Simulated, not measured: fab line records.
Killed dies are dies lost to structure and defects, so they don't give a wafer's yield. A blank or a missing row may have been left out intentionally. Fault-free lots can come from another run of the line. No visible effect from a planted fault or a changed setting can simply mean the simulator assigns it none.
A struck lot beside a sound one || flow n5_finfet || 36 steps out of a route of 1938
Sound: wafers L946.2, L946.5, L946.6. Struck: wafers L929.2, L929.4, L929.5. The cause is given at the end.
At each step with rows: each side's tool, then ch and its chambers, then its first start. Under that, the readings that differ: sound wafers || struck wafers || difference of the means || sigmas: that difference in standard deviations of wafers without a fault.
alike: a reading whose means differ by less than 2 such deviations, as well as words and numbers matching on both sides. not compared: withheld readings; readings where some wafer has no value; bounds like >300 that might hide an equal value; numbers whose values overlap and for which the record gives no deviation.
Wherever a step has rows on one side only, a row that says differs or no value, or a row with sigmas, the two part there. Non-overlapping numbers with no deviation appear without sigmas and do not part them. A reading missing from all wafers of one side parts the sides only when that side holds two or more wafers.

first, 9 steps without rows for these wafers: N5_BEOL_M4_ANNEAL_95 (time 240 s); N5_BEOL_M4_SPUTTER_96 (material Cu, target thk 4.5 nm, time 8.29 s); N5_BEOL_M4_ECD_50 (material Cu, target thk 300 nm); N5_BEOL_M4_ANNEAL_51 (time 90 s); N5_BEOL_M4_CMP_52 (polishes, stops on SiOC, t overpolish 6.8 s, target thk 40 nm); N5_BEOL_M4_PRE_CLEAN_60 (time 15 s); N5_BEOL_M4_CO_CAP_55 (material Co, precursor CCTBA/H2, target thk 2 nm, time 102.1 s); N5_BEOL_M4_PRE_CLEAN_56 (time 15 s); N5_BEOL_M4_DEP_57 (deposits SiCN from 3MS/NH3, target thk 8 nm, time 14 s).
N5_BEOL_M4_RC_MEAS_101:
  sound on prober-01 ch 0, day 13 01:19; struck on prober-01 ch 0, day 9 11:23
  alike: DIBL_N, DIBL_P, IOFF_N, IOFF_P, ION_N, ION_P, SS_N, SS_P, VT_N, VT_P
then, 24 steps without rows for these wafers: N5_BEOL_M5_ILD_DEP_00 (deposits SiCOH lowk from DEMS/porogen, target thk 140.64 nm, time 25.9 s); N5_BEOL_M5_CURE_79 (cures SiCOH lowk, time 240 s); N5_BEOL_M5_PECVD_70 (deposits SiO2 from TEOS/O2, target thk 16 nm, time 18 s); N5_BEOL_M5_HM_DEP_02 (deposits TiN, target thk 20 nm); N5_BEOL_M5_COAT_59 (time 60 s, resist thk 60 nm); N5_BEOL_M5_COAT_60 (time 60 s, resist thk 12 nm); N5_BEOL_M5_COAT_71 (time 60 s, resist thk 5 nm); N5_BEOL_M5_COAT_05 (resist thk 30 nm); N5_BEOL_M5_EBR_07; N5_BEOL_M5_SOFTBAKE_06 (time 60 s); N5_BEOL_M5_EXPOSE_08 (exposes mask M5, target cd 28 nm); N5_BEOL_M5_PEB_09 (peb time 60 s); N5_BEOL_M5_DEVELOP_10 (develop time 30 s); N5_BEOL_M5_DESCUM_16 (chemistry O2, time 7 s); N5_BEOL_M5_ETCH_72 (etches underlayer in N2/H2, target depth 6.5 nm, time 5.2 s); N5_BEOL_M5_ETCH_61 (etches SiARC in CF4, target depth 15.6 nm, time 26 s); N5_BEOL_M5_ETCH_62 (etches SOC in N2/H2, target depth 75 nm, overetch 15 nm, time 112.5 s); N5_BEOL_M5_STRIP_63 (strips in N2/H2); N5_BEOL_M5_STRIP_73 (strips in N2/H2); N5_BEOL_M5_STRIP_64 (strips in CF4); N5_BEOL_M5_HM_OPEN_17 (chemistry Cl2/BCl3, target TiN, target depth 20 nm, overetch 6 nm); N5_BEOL_M5_STRIP_19 (strips in O2); N5_BEOL_M5_COAT_65 (time 60 s, resist thk 60 nm); N5_BEOL_M5_COAT_66 (time 60 s, resist thk 12 nm).
-- a jump in the record: the struck wafers' starts before and after are 2 days apart (it breaks off in module BEOL_M5 and resumes in module BEOL_M10, where the first step shown is number 1533 of the route) --
N5_BEOL_M10_DEP_56: deposits SiCN from 3MS/NH3, target thk 15 nm, time 26.5 s.
  sound on pecvd-04 ch 0,1,2, day 15 04:55; struck on pecvd-03 ch 0,1,2, day 11 13:24
  no value came back on the struck wafers for chamber_pressure_Torr (Torr), rf_fwd_power_W (W), showerhead_plenum_p_Torr (Torr), throttle_valve_pct (%); on the sound wafers chamber_pressure_Torr (Torr) reads 3.005 3.002 2.998
N5_PASSIVATION_PROBE_49:
  sound: prober-01 at day 17 00:32; struck: prober-01 at day 13 10:32
{"reading": "defect_limited_yield (%)", "sound": "90.2 90.1 91.2", "struck": "0 0 0", "difference": -90, "sigmas": -70}
{"reading": "killed_at_M4_up", "sound": "17 15 5", "struck": "1063 1073 1077", "difference": "+1059", "sigmas": "+99 or more"}
{"reading": "killed_dies", "sound": "116 117 104", "struck": "1180 1180 1180", "difference": "+1068", "sigmas": "+71"}
{"reading": "killed_on_rim", "sound": "15 16 14", "struck": "152 152 152", "difference": "+137", "sigmas": "+39"}
{"reading": "sort_bin_5_function (%)", "sound": "6.3 5.1 5.7", "struck": "95.4 95.9 95.9", "difference": "+90.0", "sigmas": "+99 or more"}
{"reading": "sort_n_pass", "sound": "1064 1063 1076", "struck": "0 0 0", "difference": -1068, "sigmas": -71}
{"reading": "sort_yield_pct (%)", "sound": "90.2 90.1 91.2", "struck": "0 0 0", "difference": -90, "sigmas": -70}
  alike: killed_at_M0_to_M3, killed_at_contacts, killed_at_front_end, killed_at_other, killed_open, killed_short, sort_bin_6_memory

== WHERE THEY PART ==
First at N5_BEOL_M10_DEP_56; last, within this record, at N5_PASSIVATION_PROBE_49.

WHY: whatever the simulator had introduced
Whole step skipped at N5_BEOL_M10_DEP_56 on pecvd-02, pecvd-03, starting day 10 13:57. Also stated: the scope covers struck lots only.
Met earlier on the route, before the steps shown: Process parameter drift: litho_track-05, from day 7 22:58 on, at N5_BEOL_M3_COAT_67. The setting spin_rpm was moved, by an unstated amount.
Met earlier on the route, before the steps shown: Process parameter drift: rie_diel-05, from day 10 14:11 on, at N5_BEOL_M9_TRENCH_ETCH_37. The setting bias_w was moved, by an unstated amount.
